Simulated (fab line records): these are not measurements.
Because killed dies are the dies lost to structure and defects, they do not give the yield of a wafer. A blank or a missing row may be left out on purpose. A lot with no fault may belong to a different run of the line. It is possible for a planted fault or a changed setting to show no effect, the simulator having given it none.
fab line records    flow n5-finfet
[record] lots = 7  wafers = 21
route steps=1938 shown BEOL_M5@1123 BEOL_M7@1270 PASSIVATION@1936
start-h: hours from the record's first day to the start of the lot's first wafer shown    wait-h: hours from the lot's prior step to this one    " the same as in the row above    L1.1+2: several wafers, shown together as one row    - value missing, or start not given    * or withheld: withheld    < > ~ a bound
route shown NAME@n: a module of which the file shows steps, and the number in the route of the first    usual: mean/standard deviation of fault-free wafers    same: alike in all rows    chamber/n: place in a boat    sites: readings site by site    _std_site: standard deviation of those values    _edge_site: outer sites' mean less inner sites'    radius-mm: how far each site lies from the wafer's centre    mask NAME#n: copy n    behind: the last tool/chamber to shape the wafer    hold: cause of the lot's hold/its duration in hours/its outcome    device: whichever transistor did not switch (one of n, p or np)    end of line: tests of these same wafers at the route's end    where a step has no rows: the recipe by itself    killed: dies lost to structure and defects at the first sort, not the wafer's yield    map: a wafer's dies, marking killed ones x, the rest . and places with no die _
set.NAME: the setting the step ran with; set.NAME@STEP: the setting that earlier step ran with    model.NAME: the simulator's own value behind a step, which no gauge read
one table per step and one row per wafer, for lots whose settings were changed on purpose
[[steps]]
[step N5_BEOL_M5_EXPOSE_08]
[recipe] mask-id = M5  na = 0.33  source-shape = annular  sigma-inner = 0.4  sigma-outer = 0.8  polarization = unpolarized  target-cd-nm = 28  dose-mj = 35.75
lot.wafer   tool            chamber  start-h  wait-h  mask  set.dose-mj
L074.1+3    euv-scanner-01  0        174.83   -       M5#0  34.05
L074.2      "               0        "        "       M5#0  35.75
L077.3+4+5  euv-scanner-02  0        195.66   -       M5#0  35.75
L078.1+3    euv-scanner-02  0        200.25   -       M5#0  33.64
L078.5      "               0        "        "       M5#0  35.75
L080.1+2    euv-scanner-02  0        220.79   -       M5#0  34.04
L080.3      "               0        "        "       M5#0  35.75
L084.4+5    euv-scanner-01  0        237.72   -       M5#0  37.26
L084.6      "               0        "        "       M5#0  35.75
L088.1+5    euv-scanner-01  0        271.42   -       M5#0  35.75
L088.2      "               0        "        "       M5#0  35.05
L096.2+3+6  euv-scanner-01  0        314.13   -       M5#0  35.75
[step N5_BEOL_M5_PEB_09]
[recipe] peb-temp-c = 100  peb-time-s = 60  resist = CAR-EUV
[step N5_BEOL_M5_DEVELOP_10]
[recipe] develop-time-s = 30  developer = TMAH  resist = CAR-EUV  rinse-liquid = surfactant-rinse  dry = air-spin  dev-temp-c = 23
[step N5_BEOL_M5_CD_MEAS_11]
[recipe] target-cd-nm = 27.74  landing-energy-ev = 500  detector = se-inlens
[usual] cd-nm = 27.98/0.27
lot.wafer  tool       chamber  start-h  wait-h  set.dose-mj@BEOL_M5_EXPOSE_08  cd-nm
L074.1     cd-sem-02  0        174.96   -       34.05                          27.02
L074.2     "          0        "        "       35.75                          28.45
L074.3     "          0        "        "       34.05                          27.06
L077.3     cd-sem-03  0        195.78   -       35.75                          28.09
L077.4     "          0        "        "       35.75                          27.60
L077.5     "          0        "        "       35.75                          28.21
L078.1     cd-sem-02  0        200.38   -       33.64                          26.82
L078.3     "          0        "        "       33.64                          26.87
L078.5     "          0        "        "       35.75                          27.98
L080.1     cd-sem-01  0        220.91   -       34.04                          26.94
L080.2     "          0        "        "       34.04                          26.47
L080.3     "          0        "        "       35.75                          27.53
L084.4     cd-sem-02  0        237.83   -       37.26                          29.58
L084.5     "          0        "        "       37.26                          29.03
L084.6     "          0        "        "       35.75                          28.10
L088.1     cd-sem-02  0        271.55   -       35.75                          27.75
L088.2     "          0        "        "       35.05                          27.55
L088.5     "          0        "        "       35.75                          27.88
L096.2     cd-sem-02  0        314.25   -       35.75                          27.69
L096.3     "          0        "        "       35.75                          28.02
L096.6     "          0        "        "       35.75                          27.73
[step N5_BEOL_M5_DESCUM_16]
[recipe] chemistry = O2  time-s = 7  source-power-w = 50  bias-power-w = 20  pressure-mtorr = 20  rf-frequency-hz = 2.712e+07  temp-c = 40  resist = CAR-EUV  o2-flow-sccm = 225
lot.wafer  tool         chamber  start-h  wait-h  set.dose-mj@BEOL_M5_EXPOSE_08  model.BEOL_M5.cd-nm
L074.1+3   rie-diel-03  1,0      175.25   0.2     34.05                          26.8
L074.2     "            2        "        "       35.75                          28
L077.3     rie-diel-05  0        195.90   0.0     35.75                          27.8
L077.4     "            1        "        "       35.75                          28
L077.5     "            3        "        "       35.75                          28.2
L078.1+3   rie-diel-05  1,2      200.50   0.0     33.64                          26.6
L078.5     "            2        "        "       35.75                          28
L080.1     rie-diel-05  3        221.12   0.1     34.04                          26.6
L080.2     "            1        "        "       34.04                          26.4
L080.3     "            2        "        "       35.75                          27.6
L084.4     rie-diel-05  3        238.11   0.2     37.26                          29.2
L084.5     "            2        "        "       37.26                          29
L084.6     "            1        "        "       35.75                          28
L088.1     rie-diel-03  1        276.24   4.6     35.75                          27.6
L088.2     "            0        "        "       35.05                          27.4
L088.5     "            0        "        "       35.75                          27.8
L096.2+3   rie-diel-03  1,2      314.54   0.2     35.75                          27.8
L096.6     "            0        "        "       35.75                          27.6
[step N5_BEOL_M5_ETCH_72]
[recipe] chemistry = N2/H2  target = underlayer  target-depth-a = 65  mask-material = CAR-EUV  time-s = 5.2  ion-energy-ev = 200  pressure-mtorr = 30  source-w = 840  bias-w = 150  n2-flow-sccm = 200  h2-flow-sccm = 200  ends = cleared
lot.wafer  tool         chamber  start-h  wait-h  set.spin-rpm@BEOL_M5_COAT_71  model.etch.depth-nm
L074.1     rie-diel-03  1        175.28   0.0     1500                          5.008
L074.2     "            2        "        "       1500                          5.023
L074.3     "            0        "        "       1500                          5.002
L077.3     rie-diel-05  0        195.94   0.0     1347                          5.297
L077.4     "            1        "        "       1347                          5.306
L077.5     "            3        "        "       1500                          5.027
L078.1     rie-diel-05  1        200.54   0.0     1615                          4.832
L078.3     "            2        "        "       1615                          4.827
L078.5     "            2        "        "       1615                          4.816
L080.1     rie-diel-05  3        221.16   0.0     1382                          5.226
L080.2     "            1        "        "       1382                          5.218
L080.3     "            2        "        "       1500                          5.008
L084.4     rie-diel-05  3        238.15   0.0     1577                          4.904
L084.5     "            2        "        "       1577                          4.911
L084.6     "            1        "        "       1500                          5.026
L088.1     rie-diel-03  1        276.28   0.0     1414                          5.15
L088.2     "            0        "        "       1500                          5.004
L088.5     "            0        "        "       1414                          5.155
L096.2     rie-diel-03  1        314.57   0.0     1500                          5.012
L096.3     "            2        "        "       1500                          5.017
L096.6     "            0        "        "       1500                          5.016
[step N5_BEOL_M5_ETCH_61]
[recipe] chemistry = CF4  target = SiARC  target-depth-a = 156  mask-material = CAR-EUV  time-s = 26  ion-energy-ev = 80  pressure-mtorr = 40  source-w = 545  bias-w = 36  Ar_flow_sccm = 100  cf4-flow-sccm = 100  ends = cleared
[step N5_BEOL_M5_ETCH_62]
[recipe] chemistry = N2/H2  target = SOC  target-depth-a = 750  overetch-a = 150  mask-material = SiARC  temp-c = 40  time-s = 112.5  ion-energy-ev = 200  pressure-mtorr = 30  source-w = 840  bias-w = 150  n2-flow-sccm = 200  h2-flow-sccm = 200
lot.wafer  tool         chamber  start-h  wait-h  set.dose-mj@BEOL_M5_EXPOSE_08  model.BEOL_M5.cd-nm
L074.1     rie-diel-03  1        175.33   0.0     34.05                          26.6
L074.2     "            2        "        "       35.75                          28
L074.3     "            0        "        "       34.05                          26.8
L077.3     rie-diel-05  0        195.98   0.0     35.75                          27.8
L077.4     "            1        "        "       35.75                          28.4
L077.5     "            3        "        "       35.75                          28.2
L078.1+3   rie-diel-05  1,2      200.58   0.0     33.64                          26.8
L078.5     "            2        "        "       35.75                          28.2
L080.1+2   rie-diel-05  3,1      221.20   0.0     34.04                          26.8
L080.3     "            2        "        "       35.75                          27.8
L084.4+5   rie-diel-05  3,2      238.19   0.0     37.26                          29.2
L084.6     "            1        "        "       35.75                          28.4
L088.1     rie-diel-03  1        276.32   0.0     35.75                          27.4
L088.2     "            0        "        "       35.05                          27.6
L088.5     "            0        "        "       35.75                          27.8
L096.2+6   rie-diel-03  1,0      314.62   0.0     35.75                          27.6
L096.3     "            2        "        "       35.75                          27.8
[step N5_BEOL_M5_STRIP_63]
[recipe] chemistry = N2/H2  temp-c = 40  n2-flow-sccm = 200  h2-flow-sccm = 200  rf-frequency-hz = 6e+07
[step N5_BEOL_M5_STRIP_73]
[recipe] chemistry = N2/H2  temp-c = 40  n2-flow-sccm = 200  h2-flow-sccm = 200  rf-frequency-hz = 6e+07
[step N5_BEOL_M5_STRIP_64]
[recipe] chemistry = CF4  resist = SiARC  power-w = 300  bias-power-w = 75  pressure-mtorr = 50  cf4-flow-sccm = 150  rf-frequency-hz = 6e+07
[step N5_BEOL_M5_HM_OPEN_17]
[recipe] chemistry = Cl2/BCl3  target-depth-a = 200  overetch-a = 60  target = TiN  mask-material = SOC  ion-energy-ev = 150  pressure-mtorr = 10  icp-w = 1000  bias-w = 126  Cl2_flow_sccm = 53.25  bcl3-flow-sccm = 21.75  Ar_flow_sccm = 25
lot.wafer  tool          chamber  start-h  wait-h  set.dose-mj@BEOL_M5_EXPOSE_08  model.BEOL_M5.cd-nm
L074.1     rie-metal-03  0        175.50   0.0     34.05                          26.6
L074.2     "             1        "        "       35.75                          27.8
L074.3     "             0        "        "       34.05                          26.8
L077.3     rie-metal-01  1        196.18   0.1     35.75                          27.6
L077.4     "             0        "        "       35.75                          28.4
L077.5     "             1        "        "       35.75                          28.2
L078.1+3   rie-metal-01  1        200.75   0.0     33.64                          26.6
L078.5     "             0        "        "       35.75                          28.2
L080.1     rie-metal-03  1        221.37   0.0     34.04                          26.8
L080.2     "             0        "        "       34.04                          27.2
L080.3     "             0        "        "       35.75                          28.2
L084.4+5   rie-metal-02  1        238.39   0.1     37.26                          29.2
L084.6     "             0        "        "       35.75                          28.6
L088.1     rie-metal-02  0        279.62   3.2     35.75                          27.4
L088.2     "             1        "        "       35.05                          27.6
L088.5     "             0        "        "       35.75                          27.8
L096.2+3   rie-metal-03  0        314.79   0.0     35.75                          28
L096.6     "             1        "        "       35.75                          27.4
[step N5_BEOL_M5_CMP_52]
[recipe] stop-on = SiCOH_lowk  t-overpolish-s = 6.9  down-force-psi = 1  platen-rpm = 50  clearing-platen-down-force-psi = 1.5  clearing-platen-rpm = 50  post-cmp-clean = cu-alkaline  target-thk-nm = 62  clearing-platen-pad-velocity-m-s = 0.99484  pad-velocity-m-s = 0.99484
lot.wafer   tool    chamber  start-h  wait-h  set.platen-rpm
L074.1+3+2  cmp-04  2,3,0    184.98   0.3     49.54
L077.4+3+5  cmp-04  2,3,3    204.21   0.1     50
L078.1+3    cmp-04  2,0      210.35   0.3     50.83
L078.5      "       2        "        "       50
L080.3+1    cmp-03  2,0      231.60   0.2     49.09
L080.2      "       3        "        "       50
L084.4+5+6  cmp-04  0,0,1    247.46   0.1     50
L088.2+1+5  cmp-01  1,3,1    290.55   0.2     50
L096.2+3+6  cmp-04  2,0,2    324.32   0.2     50
[step N5_BEOL_M5_DEP_56]
[recipe] material = SiCN  target-thk-a = 80  temp-c = withheld  precursor = 3MS/NH3  pressure-torr = 3  rf-w = 202  time-s = 14
lot.wafer  tool      chamber  start-h  wait-h  set.time-s  model.SiCN_of_BEOL_M5_DEP_56.thk-nm
L074.1     pecvd-02  2        185.47   0.0     15.21       8.4
L074.2     "         0        "        "       15.21       8.6
L074.3     "         1        "        "       14          8
L077.3     pecvd-02  2        204.73   0.0     14          8
L077.4     "         1        "        "       14          8.4
L077.5     "         2        "        "       14.54       8.4
L078.1     pecvd-03  1        210.85   0.0     14          8
L078.3     "         1        "        "       14          8.2
L078.5     "         0        "        "       12.5        7.4
L080.1     pecvd-02  0        232.11   0.0     14.64       8.6
L080.2     "         2        "        "       14          8
L080.3     "         1        "        "       14          8.2
L084.4     pecvd-03  1        247.97   0.0     14          7.8
L084.5     "         0        "        "       14.95       8.4
L084.6     "         2        "        "       14          8
L088.1+2   pecvd-04  1,0      291.00   0.0     14          7.8
L088.5     "         2        "        "       14          8
L096.2+3   pecvd-02  0,2      324.77   0.0     14          8
L096.6     "         1        "        "       14          8.2
[step N5_BEOL_M7_COAT_05]
[recipe] resist = CAR-ArF  spin-rpm = 1500  resist-thk-nm = 90
lot.wafer   tool            chamber  start-h  wait-h  set.spin-rpm  model.CAR-ArF_of_BEOL_M7_COAT_05.thk-nm
L074.1      litho-track-02  0        -        -       1614          86.6
L074.2      "               0        "        "       1500          89.6
L074.3      "               0        "        "       1500          89.8
L077.3      litho-track-01  0        -        -       1500          90
L077.4+5    "               0        "        "       1360          94.2
L078.1      litho-track-02  0        -        -       1500          90
L078.3+5    "               0        "        "       1644          86.2
L080.1+3    litho-track-04  0        -        -       1500          89.8
L080.2      "               0        "        "       1500          90
L084.4      litho-track-02  0        -        -       1421          92.8
L084.5      "               0        "        "       1500          90.2
L084.6      "               0        "        "       1421          92.6
L088.1      litho-track-04  0        -        -       1500          90
L088.2      "               0        "        "       1377          94
L088.5      "               0        "        "       1377          93.8
L096.2+3+6  litho-track-04  0        -        -       1500          90
[step N5_BEOL_M7_EXPOSE_08]
[recipe] mask-id = M7  na = 1.35  source-shape = dipole  sigma-inner = 0.817  sigma-outer = 0.97  polarization = te  dose-mj = 68.25
lot.wafer   tool             chamber  start-h  wait-h  mask  set.dose-mj
L074.1      arfi-scanner-03  0        197.17   -       M7#0  73.01
L074.2+3    "                0        "        "       M7#0  68.25
L077.3+5    arfi-scanner-01  0        217.95   -       M7#0  72.24
L077.4      "                0        "        "       M7#0  68.25
L078.1      arfi-scanner-02  0        221.56   -       M7#0  64.27
L078.3+5    "                0        "        "       M7#0  68.25
L080.1+2    arfi-scanner-02  0        241.46   -       M7#0  68.25
L080.3      "                0        "        "       M7#0  63.19
L084.4+5+6  arfi-scanner-01  0        259.54   -       M7#0  68.25
L088.1+2    arfi-scanner-03  0        302.47   -       M7#0  68.25
L088.5      "                0        "        "       M7#0  70.25
L096.2+3+6  arfi-scanner-03  0        338.30   -       M7#0  68.25
[step N5_BEOL_M7_PEB_09]
[recipe] peb-temp-c = withheld  peb-time-s = 60  resist = CAR-ArF
[step N5_BEOL_M7_DEVELOP_10]
[recipe] develop-time-s = 30  developer = TMAH  resist = CAR-ArF  rinse-liquid = diw  dry = air-spin  dev-temp-c = 23
lot.wafer  tool            chamber  start-h  wait-h  set.spin-rpm@BEOL_M7_COAT_05  model.CAR-ArF_of_BEOL_M7_COAT_05.thk-nm
L074.1     litho-track-04  0        -        -       1614                          85
L074.2     "               0        "        "       1500                          87.8
L074.3     "               0        "        "       1500                          88.2
L077.3     litho-track-04  0        -        -       1500                          88.4
L077.4+5   "               0        "        "       1360                          92.6
L078.1     litho-track-02  0        -        -       1500                          88.2
L078.3+5   "               0        "        "       1644                          84.4
L080.1+3   litho-track-02  0        -        -       1500                          88.2
L080.2     "               0        "        "       1500                          88.4
L084.4+6   litho-track-02  0        -        -       1421                          91
L084.5     "               0        "        "       1500                          88.6
L088.1     litho-track-04  0        -        -       1500                          88.2
L088.2     "               0        "        "       1377                          92.4
L088.5     "               0        "        "       1377                          92.2
L096.2     litho-track-04  0        -        -       1500                          88.4
L096.3+6   "               0        "        "       1500                          88.2
[step N5_BEOL_M7_CD_MEAS_11]
[recipe] target-cd-nm = 38.5  landing-energy-ev = 500  detector = se-inlens  polarity = opening
[usual] cd-nm = 38.5/0.54
lot.wafer  tool       chamber  start-h  wait-h  set.dose-mj@BEOL_M7_EXPOSE_08  cd-nm
L074.1     cd-sem-02  0        197.30   -       73.01                          41.1
L074.2     "          0        "        "       68.25                          38.6
L074.3     "          0        "        "       68.25                          37.9
L077.3     cd-sem-02  0        218.07   -       72.24                          41.0
L077.4     "          0        "        "       68.25                          38.4
L077.5     "          0        "        "       72.24                          40.7
L078.1     cd-sem-01  0        221.69   -       64.27                          35.9
L078.3     "          0        "        "       68.25                          38.5
L078.5     "          0        "        "       68.25                          38.9
L080.1     cd-sem-02  0        241.58   -       68.25                          38.3
L080.2     "          0        "        "       68.25                          39.3
L080.3     "          0        "        "       63.19                          35.5
L084.4     cd-sem-03  0        259.65   -       68.25                          39.2
L084.5     "          0        "        "       68.25                          38.7
L084.6     "          0        "        "       68.25                          38.7
L088.1     cd-sem-02  0        302.60   -       68.25                          38.6
L088.2     "          0        "        "       68.25                          38.1
L088.5     "          0        "        "       70.25                          39.6
L096.2     cd-sem-01  0        338.43   -       68.25                          38.2
L096.3     "          0        "        "       68.25                          38.3
L096.6     "          0        "        "       68.25                          37.6
[step N5_BEOL_M7_DESCUM_16]
[recipe] chemistry = O2  time-s = 7.9  source-power-w = 50  bias-power-w = 20  pressure-mtorr = 20  rf-frequency-hz = 2.712e+07  temp-c = 40  resist = CAR-ArF  o2-flow-sccm = 225
[step N5_BEOL_M7_ETCH_61]
[recipe] chemistry = CF4  target = SiARC  target-depth-a = 455  mask-material = CAR-ArF  time-s = 75.8  ion-energy-ev = 80  pressure-mtorr = 40  source-w = 545  bias-w = 36  Ar_flow_sccm = 100  cf4-flow-sccm = 100  ends = cleared
lot.wafer  tool         chamber  start-h  wait-h  set.dose-mj@BEOL_M7_EXPOSE_08  model.BEOL_M7.cd-offset-nm
L074.1     rie-diel-05  1        197.87   0.0     73.01                          2.4
L074.2     "            2        "        "       68.25                          -0.2
L074.3     "            3        "        "       68.25                          -0.4
L077.3     rie-diel-03  2        218.37   0.0     72.24                          2.8
L077.4     "            3        "        "       68.25                          -0.4
L077.5     "            3        "        "       72.24                          2.2
L078.1     rie-diel-03  2        221.81   0.0     64.27                          -3
L078.3     "            0        "        "       68.25                          -0.2
L078.5     "            1        "        "       68.25                          0.4
L080.1     rie-diel-05  0        242.17   0.0     68.25                          -0.2
L080.2     "            1        "        "       68.25                          0
L080.3     "            2        "        "       63.19                          -3.4
L084.4     rie-diel-03  0        259.82   0.0     68.25                          0.6
L084.5+6   "            2,1      "        "       68.25                          0
L088.1     rie-diel-05  3        302.73   0.0     68.25                          0
L088.2     "            2        "        "       68.25                          -0.2
L088.5     "            3        "        "       70.25                          0.6
L096.2     rie-diel-05  3        338.55   0.0     68.25                          -0.2
L096.3     "            0        "        "       68.25                          0
L096.6     "            3        "        "       68.25                          -0.8
[step N5_BEOL_M7_ETCH_62]
[recipe] chemistry = N2/H2  target = SOC  target-depth-a = 1100  overetch-a = 220  mask-material = SiARC  temp-c = 40  time-s = 165  ion-energy-ev = 200  pressure-mtorr = 30  source-w = 840  bias-w = 150  n2-flow-sccm = 200  h2-flow-sccm = 200
lot.wafer  tool         chamber  start-h  wait-h  set.dose-mj@BEOL_M7_EXPOSE_08  model.BEOL_M7.cd-offset-nm
L074.1     rie-diel-05  1        197.92   0.0     73.01                          2.6
L074.2     "            2        "        "       68.25                          -0.2
L074.3     "            3        "        "       68.25                          -0.4
L077.3     rie-diel-03  2        218.42   0.0     72.24                          3
L077.4     "            3        "        "       68.25                          -0.4
L077.5     "            3        "        "       72.24                          2.4
L078.1     rie-diel-03  2        221.87   0.0     64.27                          -2.8
L078.3     "            0        "        "       68.25                          -0.2
L078.5     "            1        "        "       68.25                          0.2
L080.1     rie-diel-05  0        242.22   0.0     68.25                          -0.2
L080.2     "            1        "        "       68.25                          0.2
L080.3     "            2        "        "       63.19                          -3.4
L084.4     rie-diel-03  0        259.88   0.0     68.25                          0.6
L084.5     "            2        "        "       68.25                          0.4
L084.6     "            1        "        "       68.25                          0
L088.1+2   rie-diel-05  3,2      302.78   0.0     68.25                          -0.2
L088.5     "            3        "        "       70.25                          0.6
L096.2     rie-diel-05  3        338.61   0.0     68.25                          -0.6
L096.3     "            0        "        "       68.25                          -0.2
L096.6     "            3        "        "       68.25                          -1.2
[step N5_BEOL_M7_STRIP_68]
[recipe] chemistry = N2/H2  temp-c = 40  n2-flow-sccm = 200  h2-flow-sccm = 200  rf-frequency-hz = 6e+07
[step N5_BEOL_M7_STRIP_67]
[recipe] chemistry = CF4  resist = SiARC  power-w = 300  bias-power-w = 75  pressure-mtorr = 50  cf4-flow-sccm = 150  rf-frequency-hz = 6e+07
[step N5_BEOL_M7_HM_OPEN_17]
[recipe] chemistry = Cl2/BCl3  target-depth-a = 200  overetch-a = 60  target = TiN  mask-material = SOC  ion-energy-ev = 150  pressure-mtorr = 10  icp-w = 1000  bias-w = 126  Cl2_flow_sccm = 53.25  bcl3-flow-sccm = 21.75  Ar_flow_sccm = 25
[step N5_BEOL_M7_STRIP_19]
[recipe] chemistry = O2  power-w = 400  temp-c = 40  pressure-mtorr = 30  rf-frequency-hz = 6e+07  bias-power-w = 0  overash-fraction = 0.2  o2-flow-sccm = 225
[step N5_BEOL_M7_CD_MEAS_18]
[recipe] pitch-nm = 80  target-cd-nm = 40
[usual] cd-nm = 39.9/0.56
lot.wafer  tool       chamber  start-h  wait-h  set.dose-mj@BEOL_M7_EXPOSE_08  cd-nm
L074.1     cd-sem-03  -        198.44   0.0     73.01                          42.7
L074.2     "          -        "        "       68.25                          39.4
L074.3     "          -        "        "       68.25                          39.3
L077.3     cd-sem-02  -        219.07   0.1     72.24                          43.0
L077.4     "          -        "        "       68.25                          39.7
L077.5     "          -        "        "       72.24                          42.2
L078.1     cd-sem-03  -        222.25   0.0     64.27                          37.1
L078.3     "          -        "        "       68.25                          39.6
L078.5     "          -        "        "       68.25                          40.2
L080.1     cd-sem-02  -        242.59   0.0     68.25                          39.8
L080.2     "          -        "        "       68.25                          40.0
L080.3     "          -        "        "       63.19                          36.8
L084.4     cd-sem-03  -        260.25   0.1     68.25                          41.0
L084.5     "          -        "        "       68.25                          40.1
L084.6     "          -        "        "       68.25                          40.1
L088.1     cd-sem-03  -        303.15   0.0     68.25                          39.9
L088.2     "          -        "        "       68.25                          39.6
L088.5     "          -        "        "       70.25                          40.3
L096.2     cd-sem-02  -        338.97   0.1     68.25                          38.9
L096.3     "          -        "        "       68.25                          39.8
L096.6     "          -        "        "       68.25                          38.8
[step N5_BEOL_M7_DESCUM_33]
[recipe] chemistry = O2  time-s = 7  source-power-w = 50  bias-power-w = 20  pressure-mtorr = 20  rf-frequency-hz = 2.712e+07  temp-c = 40  resist = CAR-EUV  o2-flow-sccm = 225
lot.wafer   tool         chamber  start-h  wait-h  set.time-s  model.CAR-EUV_of_BEOL_M7_COAT_22.thk-nm
L074.1      rie-diel-06  0        199.11   0.0     5.83        26.6
L074.2      "            1        "        "       5.83        26.8
L074.3      "            2        "        "       7           26.2
L077.3      rie-diel-05  0        220.47   0.0     5.55        26.8
L077.4+5    "            1,0      "        "       7           26.2
L078.1+3+5  rie-diel-03  2,0,0    223.43   0.0     7.929       25.6
L080.1      rie-diel-05  2        243.59   0.1     8.489       25.4
L080.2      "            1        "        "       7           26
L080.3      "            0        "        "       7           26.2
L084.4      rie-diel-03  0        261.80   0.5     7           26
L084.5+6    "            3,0      "        "       8.303       25.4
L088.1      rie-diel-06  0        303.70   0.0     8.528       25.6
L088.2      "            3        "        "       8.528       25.4
L088.5      "            1        "        "       7           26.2
L096.2+3+6  rie-diel-06  2,1,1    343.16   0.1     7           26
[step N5_BEOL_M7_ETCH_72]
[recipe] chemistry = N2/H2  target = underlayer  target-depth-a = 65  mask-material = CAR-EUV  time-s = 5.2  ion-energy-ev = 200  pressure-mtorr = 30  source-w = 840  bias-w = 150  n2-flow-sccm = 200  h2-flow-sccm = 200  ends = cleared
lot.wafer   tool         chamber  start-h  wait-h  set.time-s@BEOL_M7_DESCUM_33  model.CAR-EUV_of_BEOL_M7_COAT_22.thk-nm
L074.1+2    rie-diel-06  0,1      199.14   0.0     5.83                          21
L074.3      "            2        "        "       7                             20.4
L077.3      rie-diel-05  0        220.51   0.0     5.55                          21.2
L077.4      "            1        "        "       7                             20.4
L077.5      "            0        "        "       7                             20.6
L078.1+3+5  rie-diel-03  2,0,0    223.46   0.0     7.929                         20
L080.1      rie-diel-05  2        243.63   0.0     8.489                         19.6
L080.2+3    "            1,0      "        "       7                             20.4
L084.4      rie-diel-03  0        261.84   0.0     7                             20.4
L084.5+6    "            3,0      "        "       8.303                         19.8
L088.1      rie-diel-06  0        303.74   0.0     8.528                         19.8
L088.2      "            3        "        "       8.528                         19.6
L088.5      "            1        "        "       7                             20.4
L096.2+3+6  rie-diel-06  2,1,1    343.19   0.0     7                             20.4
[step N5_PASSIVATION_PROBE_49]
[usual] sort_bin_8_speed = 0/0
lot.wafer  tool       chamber  start-h  wait-h  set.time-s@BEOL_M11_PECVD_70  set.source-w@PASSIVATION_ETCH_54  set.platen-rpm@BEOL_M5_CMP_52  sort_bin_8_speed[%]
L074.1     prober-02  -        268.29   0.0     20.25                         650                               49.54                          0
L074.2     prober-02  -        268.34   0.1     20.25                         650                               49.54                          0
L074.3     prober-02  -        268.39   0.1     20.25                         650                               49.54                          0
L078.1     prober-01  -        296.78   0.0     21.79                         650                               50.83                          0
L078.3     prober-01  -        296.88   0.1     21.79                         650                               50.83                          0
L078.5     prober-01  -        296.98   0.2     22.7                          650                               50                             0
L077.3     prober-01  -        300.88   0.1     22.7                          720.4                             50                             0.17
L077.4     prober-01  -        300.93   0.2     19.54                         720.4                             50                             0
L077.5     prober-01  -        300.98   0.2     22.7                          650                               50                             0.25
L080.1     prober-02  -        337.80   0.0     22.7                          741.1                             49.09                          0
L080.2     prober-02  -        337.85   0.1     20.96                         741.1                             50                             0
L080.3     prober-02  -        337.90   0.1     20.96                         650                               49.09                          0
L084.4     prober-01  -        350.71   0.2     22.7                          650                               50                             0.08
L084.5     prober-01  -        350.76   0.2     22.7                          755.5                             50                             0
L084.6     prober-01  -        350.81   0.3     22.7                          755.5                             50                             0
L088.1     prober-02  -        388.97   0.0     22.7                          650                               50                             0
L088.2     prober-02  -        389.02   0.1     22.7                          650                               50                             0
L088.5     prober-02  -        389.17   0.2     22.7                          650                               50                             0
L096.2     prober-02  -        424.37   0.1     22.7                          650                               50                             0
L096.3     prober-02  -        424.42   0.1     22.7                          650                               50                             0
L096.6     prober-02  -        424.57   0.3     22.7                          650                               50                             0
[[key]]
[split] step = N5_BEOL_M5_EXPOSE_08  setting = dose-mj  stated = 35.75  by = wafer
[response] step = N5_BEOL_M5_CD_MEAS_11  reading = cd-nm  change = +0.226  per = 1%  r = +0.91
[response] step = N5_BEOL_M5_DESCUM_16  reading = model.BEOL_M5.cd-nm  change = +0.24  per = 1%  r = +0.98
[response] step = N5_BEOL_M5_ETCH_62  reading = model.BEOL_M5.cd-nm  change = +0.222  per = 1%  r = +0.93
[response] step = N5_BEOL_M5_HM_OPEN_17  reading = model.BEOL_M5.cd-nm  change = +0.225  per = 1%  r = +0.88
[split] step = N5_BEOL_M5_CMP_52  setting = platen-rpm  stated = 50  by = wafer
[response] step = N5_PASSIVATION_PROBE_49  reading = sort_bin_8_speed  slope = +0.0408  per = 1%  together-with = time-s@BEOL_M11_PECVD_70,source-w@PASSIVATION_ETCH_54  explained = 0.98
[split] step = N5_BEOL_M5_DEP_56  setting = time-s  stated = 14  by = wafer
[response] step = N5_BEOL_M5_DEP_56  reading = model.SiCN_of_BEOL_M5_DEP_56.thk-nm  change = +0.0673  per = 1%  r = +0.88
[split] step = N5_BEOL_M7_COAT_05  setting = spin-rpm  stated = 1500  by = wafer
[response] step = N5_BEOL_M7_COAT_05  reading = model.CAR-ArF_of_BEOL_M7_COAT_05.thk-nm  change = -0.435  per = 1%  r = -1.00
[response] step = N5_BEOL_M7_DEVELOP_10  reading = model.CAR-ArF_of_BEOL_M7_COAT_05.thk-nm  change = -0.436  per = 1%  r = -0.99
[split] step = N5_BEOL_M7_EXPOSE_08  setting = dose-mj  stated = 68.25  by = wafer
[response] step = N5_BEOL_M7_CD_MEAS_11  reading = cd-nm  change = +0.438  per = 1%  r = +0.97
[response] step = N5_BEOL_M7_ETCH_61  reading = model.BEOL_M7.cd-offset-nm  change = +0.446  per = 1%  r = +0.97
[response] step = N5_BEOL_M7_ETCH_62  reading = model.BEOL_M7.cd-offset-nm  change = +0.456  per = 1%  r = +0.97
[response] step = N5_BEOL_M7_CD_MEAS_18  reading = cd-nm  change = +0.45  per = 1%  r = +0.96
[split] step = N5_BEOL_M7_DESCUM_33  setting = time-s  stated = 7  by = wafer
[response] step = N5_BEOL_M7_DESCUM_33  reading = model.CAR-EUV_of_BEOL_M7_COAT_22.thk-nm  change = -0.0313  per = 1%  r = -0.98
[response] step = N5_BEOL_M7_ETCH_72  reading = model.CAR-EUV_of_BEOL_M7_COAT_22.thk-nm  change = -0.0343  per = 1%  r = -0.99
split outside-this-file step=N5_BEOL_M5_COAT_71 setting=spin-rpm
split outside-this-file step=N5_BEOL_M11_PECVD_70 setting=time-s
split outside-this-file step=N5_PASSIVATION_ETCH_54 setting=source-w
// split outside-this-file: this setting was split too, and the file shows its column; the key of that split is in another file
